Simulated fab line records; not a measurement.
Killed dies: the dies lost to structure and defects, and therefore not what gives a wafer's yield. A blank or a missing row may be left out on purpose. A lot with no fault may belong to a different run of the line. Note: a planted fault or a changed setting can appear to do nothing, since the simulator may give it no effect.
What tool caused it?	flow n5 finfet	24 lots, 72 wafers sampled, at 6 steps of a route of 1938

== WHAT EACH GAUGE READ, for each wafer ==
N5_BEOL_M2_CD_MEAS_18: pitch 36 nm, target cd 18 nm. Usual: cd nm reads 18.0 nm (standard deviation 0.44).
lot	measured	on	cd nm (nm)	flag
L074	day 6 12:19	cd sem-02	18.6 18.0 18.1	
L075	day 6 13:37	cd sem-03	18.3 18.1 17.2	
L076	day 6 19:29	cd sem-03	18.8 17.8 18.4	
L077	day 7 05:53	cd sem-03	18.5 18.5 18.8	
L078	day 7 11:55	cd sem-03	18.4 18.6 17.9	
L079	day 7 16:46	cd sem-01	17.9 18.0 18.3	
L080	day 8 07:44	cd sem-01	18.2 18.3 18.5	
L081	day 8 11:40	cd sem-03	18.6 17.8 17.6	
L082	day 8 12:22	cd sem-03	17.9 18.3 18.0	
L083	day 8 17:02	cd sem-03	17.7 17.9 17.9	
L084	day 8 19:47	cd sem-02	18.0 17.3 18.4	
L086	day 9 13:31	cd sem-03	18.2 17.8 18.4	
L085	day 9 18:40	cd sem-01	17.7 18.4 17.7	
L087	day 9 21:01	cd sem-02	17.7 18.1 17.4	
L088	day 9 23:59	cd sem-02	17.6 17.5 18.1	
L089	day 10 06:13	cd sem-01	17.5 17.4 17.0	
L090	day 10 13:19	cd sem-02	18.2 18.3 18.2	
L091	day 10 21:13	cd sem-01	17.4 18.7 17.6	
L092	day 11 03:25	cd sem-01	17.7 17.4 17.9	
L093	day 11 02:43	cd sem-01	18.7 17.9 18.4	
L094	day 11 13:32	cd sem-03	18.4 17.7 18.0	
L095	day 12 00:56	cd sem-02	17.9 17.7 18.2	
L096	day 12 07:13	cd sem-01	17.9 19.0 18.0	
L097	day 12 15:47	cd sem-02	18.2 18.6 18.6	

N5_BEOL_M2_INSPECT_30: inspects for defects (brightfield). Usual: raw defect count reads 449 (standard deviation 99).
lot	measured	on	raw defect count	flag
L074	day 6 12:52	defect inspect-02	457 417 513	
L075	day 6 14:08	defect inspect-02	578 531 496	
L076	day 6 20:02	defect inspect-02	424 583 264	
L077	day 7 06:17	defect inspect-01	447 423 407	
L078	day 7 12:22	defect inspect-01	696 487 579	
L079	day 7 17:11	defect inspect-01	529 391 429	
L080	day 8 08:17	defect inspect-02	348 462 312	
L081	day 8 12:04	defect inspect-01	457 453 423	
L082	day 8 12:53	defect inspect-01	397 546 494	
L083	day 8 17:34	defect inspect-02	277 399 411	
L084	day 8 20:20	defect inspect-02	539 388 417	
L086	day 9 13:56	defect inspect-01	411 345 382	
L085	day 9 19:12	defect inspect-02	525 481 614	
L087	day 9 21:34	defect inspect-02	360 330 491	
L088	day 10 00:31	defect inspect-02	404 638 405	
L089	day 10 06:44	defect inspect-01	405 345 350	
L090	day 10 13:44	defect inspect-02	398 329 357	
L091	day 10 21:53	defect inspect-02	526 673 506	
L092	day 11 03:56	defect inspect-02	280 313 331	
L093	day 11 03:15	defect inspect-02	380 491 600	
L094	day 11 14:05	defect inspect-02	447 666 382	
L095	day 12 01:28	defect inspect-01	518 699 522	
L096	day 12 07:38	defect inspect-01	540 396 518	
L097	day 12 16:19	defect inspect-02	519 434 400	

== WHAT TOOL EACH LOT RAN ON (gives the tool, then ch and the chambers of the sampled wafers, and finally the start) ==
lot	N5_BEOL_M1_ETCH_69	N5_BEOL_M1_ETCHBACK_99	N5_BEOL_M1_SPUTTER_86	N5_BEOL_M2_HM_DEP_02
L074	rie diel-02 ch 0,1,2, day 6 01:49	rie diel-03 ch 0,3, day 6 04:30	pvd sputter-02, day 6 07:06	pvd sputter-03, day 6 11:19
L075	rie diel-01 ch 0,1,2, day 6 07:04	rie diel-01 ch 0,1, day 6 07:39	pvd sputter-01, day 6 09:53	pvd sputter-03, day 6 12:32
L076	rie diel-03 ch 1,3, day 6 11:39	rie diel-02 ch 1,3, day 6 12:11	pvd sputter-01, day 6 15:53	pvd sputter-02, day 6 18:32
L077	rie diel-01 ch 0,1, day 6 19:05	rie diel-01 ch 0,1, day 7 00:16	pvd sputter-03, day 7 02:32	pvd sputter-02, day 7 04:54
L078	rie diel-02 ch 0,2,3, day 7 03:13	rie diel-02 ch 0,1,3, day 7 06:14	pvd sputter-02, day 7 08:23	pvd sputter-02, day 7 10:50
L079	rie diel-03 ch 0,1,2, day 7 08:17	rie diel-02 ch 0,1,3, day 7 09:15	pvd sputter-03, day 7 11:36	pvd sputter-02, day 7 15:49
L080	rie diel-03 ch 1,2, day 7 14:46	rie diel-01 ch 1,3, day 8 01:05	pvd sputter-01, day 8 04:01	pvd sputter-01, day 8 06:34
L081	rie diel-02 ch 1,2,3, day 8 02:26	rie diel-01 ch 0,1, day 8 04:56	pvd sputter-02, day 8 07:26	pvd sputter-02, day 8 10:29
L082	rie diel-02 ch 0,3, day 8 04:30	rie diel-02 ch 0,2,3, day 8 06:13	pvd sputter-03, day 8 08:37	pvd sputter-01, day 8 11:25
L083	rie diel-02 ch 1,2, day 8 11:04	rie diel-02 ch 0,2, day 8 11:16	pvd sputter-01, day 8 13:05	pvd sputter-03, day 8 15:50
L084	rie diel-03 ch 0,1,3, day 8 11:33	rie diel-01 ch 0,2,3, day 8 11:46	pvd sputter-03, day 8 13:43	pvd sputter-01, day 8 17:41
L086	rie diel-02 ch 0,2,3, day 9 04:01	rie diel-03 ch 0,2, day 9 06:39	pvd sputter-01, day 9 08:53	pvd sputter-03, day 9 12:28
L085	rie diel-02 ch 1,2,3, day 9 04:16	rie diel-02 ch 0,1, day 9 12:05	pvd sputter-02, day 9 14:37	pvd sputter-02, day 9 17:17
L087	rie diel-03 ch 0,2, day 9 08:46	rie diel-03 ch 0,1,2, day 9 13:20	pvd sputter-01, day 9 15:32	pvd sputter-01, day 9 19:44
L088	rie diel-01 ch 0,2,3, day 9 15:54	rie diel-03 ch 0,2, day 9 16:35	pvd sputter-02, day 9 20:29	pvd sputter-01, day 9 22:53
L089	rie diel-03 ch 0,1, day 9 22:57	rie diel-03 ch 2,3, day 10 00:16	pvd sputter-02, day 10 02:16	pvd sputter-01, day 10 05:14
L090	rie diel-03 ch 1,3, day 10 05:54	rie diel-01 ch 0,1, day 10 06:08	pvd sputter-03, day 10 08:17	pvd sputter-02, day 10 12:14
L091	rie diel-02 ch 0,1, day 10 07:08	rie diel-01 ch 0,1, day 10 14:40	pvd sputter-01, day 10 17:03	pvd sputter-02, day 10 19:56
L092	rie diel-03 ch 1,2,3, day 10 19:47	rie diel-02 ch 0,1,2, day 10 19:59	pvd sputter-02, day 10 23:01	pvd sputter-03, day 11 02:08
L093	rie diel-01 ch 0,2, day 10 20:31	rie diel-01 ch 0,1,3, day 10 20:44	pvd sputter-03, day 10 22:46	pvd sputter-01, day 11 01:32
L094	rie diel-02 ch 0,2,3, day 11 02:47	rie diel-03 ch 0,1,3, day 11 07:02	pvd sputter-01, day 11 09:26	pvd sputter-03, day 11 12:25
L095	rie diel-01 ch 0,1, day 11 13:38	rie diel-01 ch 0,3, day 11 17:22	pvd sputter-01, day 11 19:53	pvd sputter-03, day 11 23:40
L096	rie diel-03 ch 0,1,3, day 11 18:16	rie diel-03 ch 0,1, day 11 21:55	pvd sputter-01, day 12 00:26	pvd sputter-03, day 12 06:07
L097	rie diel-01 ch 0,1,3, day 12 04:18	rie diel-02 ch 0,1,2, day 12 07:12	pvd sputter-01, day 12 12:00	pvd sputter-01, day 12 14:34
- N5_BEOL_M1_ETCH_69: etches SiARC in CF4, target depth 15.6 nm, time 26 s.
- N5_BEOL_M1_ETCHBACK_99: etches SiO2 in CHF3, target depth 5 nm, time 10.4 s.
- N5_BEOL_M1_SPUTTER_86: material Cu, target thk 4.5 nm, time 8.29 s.
- N5_BEOL_M2_HM_DEP_02: deposits TiN, target thk 20 nm.

== AS READ BY THE TOOLS THEMSELVES (means over the sampled wafers that have a number; for cases with no such wafer, the mark the record gives instead) ==
N5_BEOL_M1_ETCH_69. Usual: drypump motor current A 5.7 A (standard deviation 0.47); etch rf on time s 25.9 s (standard deviation 0.65); oes product au 0.65 a.u. (standard deviation 0.053); rf fwd power W 532.3 W (standard deviation 2); rf vpp V 184.1 V (standard deviation 1.1); showerhead plenum p Torr 2.13 Torr (standard deviation 0.071); throttle valve pct 15.68 % (standard deviation 0.24).
lot	tool	drypump motor current A (A)	etch rf on time s (s)	oes product au (a.u.)	rf fwd power W (W)	rf vpp V (V)	showerhead plenum p Torr (Torr)	throttle valve pct (%)	flag
L074	rie diel-02	5.7	26.6	0.66	534.1	183.7	2.09	15.54	
L075	rie diel-01	5.9	25.6	0.67	532.7	184.0	2.12	15.61	
L076	rie diel-03	5.5	25.3	0.65	529.9	183.5	2.07	15.78	
L077	rie diel-01	5.9	26.0	0.72	532.4	184.3	2.14	15.35	
L078	rie diel-02	5.4	26.4	0.71	532.6	183.7	2.13	15.46	
L079	rie diel-03	5.5	25.6	0.62	531.5	184.3	2.15	15.89	
L080	rie diel-03	5.6	25.3	0.64	531.8	183.2	2.09	15.81	
L081	rie diel-02	5.8	25.9	0.67	534.5	184.2	2.14	15.51	
L082	rie diel-02	5.4	27.0	0.73	532.9	184.9	2.20	15.34	
L083	rie diel-02	6.0	26.0	0.62	534.9	183.4	2.10	15.58	
L084	rie diel-03	5.4	25.3	0.63	532.3	184.0	2.12	15.88	
L086	rie diel-02	5.4	26.6	0.69	531.7	184.0	2.13	15.49	
L085	rie diel-02	5.8	26.2	0.66	533.6	184.0	2.14	15.51	
L087	rie diel-03	5.4	25.3	0.61	532.5	184.5	2.20	15.95	
L088	rie diel-01	5.9	25.9	0.65	532.0	183.4	2.16	15.76	
L089	rie diel-03	5.7	25.5	0.63	532.6	184.3	2.15	15.99	
L090	rie diel-03	5.3	25.3	0.62	532.7	183.7	2.09	15.82	
L091	rie diel-02	5.5	27.3	0.66	532.2	184.6	2.11	15.55	
L092	rie diel-03	5.4	25.4	0.62	531.0	183.7	2.11	15.87	
L093	rie diel-01	5.6	26.0	0.69	533.6	184.0	2.15	15.61	
L094	rie diel-02	5.4	26.4	0.68	533.0	184.1	2.13	15.51	
L095	rie diel-01	6.3	26.0	0.63	531.2	184.3	2.08	15.49	
L096	rie diel-03	5.4	25.4	0.62	531.6	184.1	2.11	15.95	
L097	rie diel-01	6.3	26.0	0.64	530.8	184.1	2.14	15.60	

N5_BEOL_M1_ETCHBACK_99. Usual: drypump motor current A 5.7 A (standard deviation 0.49); oes_ar_750_au 0.76 a.u. (standard deviation 0.075); oes product au 0.76 a.u. (standard deviation 0.077); rf fwd power W 212.6 W (standard deviation 0.87); rf vpp V 240 V (standard deviation 9.3); showerhead plenum p Torr 2.14 Torr (standard deviation 0.086); throttle valve pct 17.12 % (standard deviation 0.27).
lot	tool	drypump motor current A (A)	oes_ar_750_au (a.u.)	oes product au (a.u.)	rf fwd power W (W)	rf vpp V (V)	showerhead plenum p Torr (Torr)	throttle valve pct (%)	flag
L074	rie diel-03	5.3	0.75	0.74	212.6	242	2.15	17.27	
L075	rie diel-01	5.9	0.86	0.85	212.4	236	2.14	16.76	
L076	rie diel-02	6.0	0.79	0.80	212.1	237	2.21	17.03	
L077	rie diel-01	6.3	0.79	0.77	212.6	231	2.10	16.81	
L078	rie diel-02	5.7	0.82	0.83	213.1	239	2.19	16.98	
L079	rie diel-02	5.7	0.82	0.83	213.5	239	2.19	16.98	
L080	rie diel-01	6.6	0.72	0.70	212.2	237	2.12	17.02	
L081	rie diel-01	6.2	0.78	0.77	213.5	230	2.10	16.82	
L082	rie diel-02	5.4	0.80	0.82	213.0	242	2.14	16.93	
L083	rie diel-02	5.5	0.76	0.75	212.6	245	2.05	16.95	
L084	rie diel-01	6.0	0.77	0.79	212.3	252	2.19	17.19	
L086	rie diel-03	5.4	0.72	0.70	212.8	233	2.22	17.47	
L085	rie diel-02	5.9	0.76	0.76	213.7	242	2.14	17.07	
L087	rie diel-03	5.5	0.73	0.72	211.9	235	2.17	17.46	
L088	rie diel-03	5.5	0.72	0.71	213.4	234	2.23	17.57	
L089	rie diel-03	5.1	0.71	0.72	212.3	240	2.14	17.22	
L090	rie diel-01	5.9	0.81	0.80	212.5	236	2.13	16.82	
L091	rie diel-01	6.3	0.76	0.75	212.1	229	2.09	16.86	
L092	rie diel-02	5.7	0.74	0.75	213.7	243	2.09	17.05	
L093	rie diel-01	6.2	0.75	0.75	212.4	242	2.15	17.02	
L094	rie diel-03	5.5	0.73	0.72	212.6	239	2.13	17.38	
L095	rie diel-01	5.9	0.80	0.80	212.4	248	2.20	17.01	
L096	rie diel-03	5.7	0.72	0.73	211.0	237	2.10	17.46	
L097	rie diel-02	5.7	0.73	0.74	213.3	244	2.09	17.06	

N5_BEOL_M1_SPUTTER_86. Usual: throttle valve pct reads 29.7 % (standard deviation 0.91).
lot	tool	throttle valve pct (%)	flag
L074	pvd sputter-02	28.7	
L075	pvd sputter-01	30.1	
L076	pvd sputter-01	30.1	
L077	pvd sputter-03	29.3	
L078	pvd sputter-02	29.7	
L079	pvd sputter-03	30.0	
L080	pvd sputter-01	30.0	
L081	pvd sputter-02	28.7	
L082	pvd sputter-03	29.7	
L083	pvd sputter-01	30.0	
L084	pvd sputter-03	30.1	
L086	pvd sputter-01	29.7	
L085	pvd sputter-02	28.7	
L087	pvd sputter-01	29.6	
L088	pvd sputter-02	29.9	
L089	pvd sputter-02	29.4	
L090	pvd sputter-03	30.7	
L091	pvd sputter-01	29.7	
L092	pvd sputter-02	28.8	
L093	pvd sputter-03	29.7	
L094	pvd sputter-01	29.6	
L095	pvd sputter-01	30.3	
L096	pvd sputter-01	30.0	
L097	pvd sputter-01	29.6	

N5_BEOL_M2_HM_DEP_02. Usual: throttle valve pct reads 29.9 % (standard deviation 1).
lot	tool	throttle valve pct (%)	flag
L074	pvd sputter-03	30.3	
L075	pvd sputter-03	30.3	
L076	pvd sputter-02	28.7	
L077	pvd sputter-02	29.3	
L078	pvd sputter-02	29.3	
L079	pvd sputter-02	28.9	
L080	pvd sputter-01	30.0	
L081	pvd sputter-02	28.8	
L082	pvd sputter-01	30.3	
L083	pvd sputter-03	30.3	
L084	pvd sputter-01	30.0	
L086	pvd sputter-03	30.1	
L085	pvd sputter-02	29.9	
L087	pvd sputter-01	29.8	
L088	pvd sputter-01	29.7	
L089	pvd sputter-01	29.2	
L090	pvd sputter-02	30.2	
L091	pvd sputter-02	30.2	
L092	pvd sputter-03	30.0	
L093	pvd sputter-01	29.6	
L094	pvd sputter-03	30.4	
L095	pvd sputter-03	29.6	
L096	pvd sputter-03	30.3	
L097	pvd sputter-01	29.9	

== THE ANSWER, worked out from the rows above alone ==
Rule: lot off if the mean of its wafers having a number is beyond 3 standard deviations from the usual mean. A lot without any number at a reading at which 4 lots or more have one is off too. Where the step has rows for the other lots, those lots are counted as sound. First the gauges in route order, then the tools' own readings, where a lot's mean is used as printed above. The first step at which some lot is off is used, and at that step the reading that is off furthest; a lot without a number counts as furthest.
No lot is off on any of the readings shown, so nothing can be concluded from this.

== WHAT THE SIMULATOR PUT IN ==
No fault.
